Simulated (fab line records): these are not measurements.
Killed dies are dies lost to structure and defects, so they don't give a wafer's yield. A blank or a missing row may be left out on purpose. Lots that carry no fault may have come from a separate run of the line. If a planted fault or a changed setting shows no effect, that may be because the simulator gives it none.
The same fault as seen by 2 desks + flow nandHarc + numbers are kept per desk, each desk with only its own; the story behind them comes last

== TOOL OWNER'S DESK, krfScanner-04 ==
The tool's own readings at NHARC_P_GATE_EXPOSE_43 (exposes mask P NSD, target cd 720 nm): means of the sampled wafers that have a number, for each lot that ran on this tool. If a lot's mean is further than 4 standard deviations from the usual mean, the lot is out of limits and carries the mark OUT (the distance appears in the brackets).
Columns: A = exposureDoseMJCm2 at NHARC_P_GATE_EXPOSE_43, usual 14.811; B = reticleTempC at NHARC_P_GATE_EXPOSE_43, usual 22.99 C
| lot  | first seen here | A                       | B     |
|------|-----------------|-------------------------|-------|
| L585 | day 6 22:51     | 14.812                  | 23.03 |
| L587 | day 7 11:00     | 9.310 (-99 or more) OUT | 23.05 |
| L588 | day 7 11:29     | 9.321 (-99 or more) OUT | 22.91 |
| L592 | day 8 09:43     | 9.306 (-99 or more) OUT | 23.14 |
Finding of this desk: L587, L588, L592 out of limits; the first was L587 at day 7 11:00, on exposureDoseMJCm2 at NHARC_P_GATE_EXPOSE_43. In limits: L585.

== AT THE METROLOGY DESK ==
What the gauges read for every lot (on any tool): the sampled wafers with a number, averaged. If a lot's mean is further than 4 standard deviations from the usual mean, the lot is out of limits and carries the mark OUT (the distance appears in the brackets).
Columns: A = cdNm at NHARC_P_GATE_CD_MEAS_46, usual 719.7 nm
| lot  | first seen here | A               |
|------|-----------------|-----------------|
| L585 | day 6 23:00     | 720.5           |
| L587 | day 7 11:09     | 639.7 (-47) OUT |
| L588 | day 7 11:38     | 638.2 (-48) OUT |
| L592 | day 8 09:52     | 639.5 (-47) OUT |
| L597 | day 9 19:40     | 719.5           |
Finding of this desk: L587, L588, L592 out of limits; the first was L587 at day 7 11:09, on cdNm at NHARC_P_GATE_CD_MEAS_46. In limits: L585, L597.

== ALL TOGETHER ==
The tool owner's desk could have raised an alarm at day 7 11:00, on L587, L588, L592.
On L587, L588, L592, the metrology desk was in a position to raise an alarm at day 7 11:09.
On krfScanner-04, each named lot ran NHARC_P_GATE_EXPOSE_43.

== WHAT THE SIMULATOR HAD PUT IN ==
Process parameters drifting: krfScanner-04 at NHARC_P_GATE_EXPOSE_43, beginning at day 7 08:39. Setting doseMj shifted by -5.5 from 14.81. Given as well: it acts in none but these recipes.
Lots struck among those shown: L587, L588, L592.
Delay (hours) between the fault's onset and each desk's first out-of-limits reading: 2 at the tool owner's desk, 2 at the metrology desk.
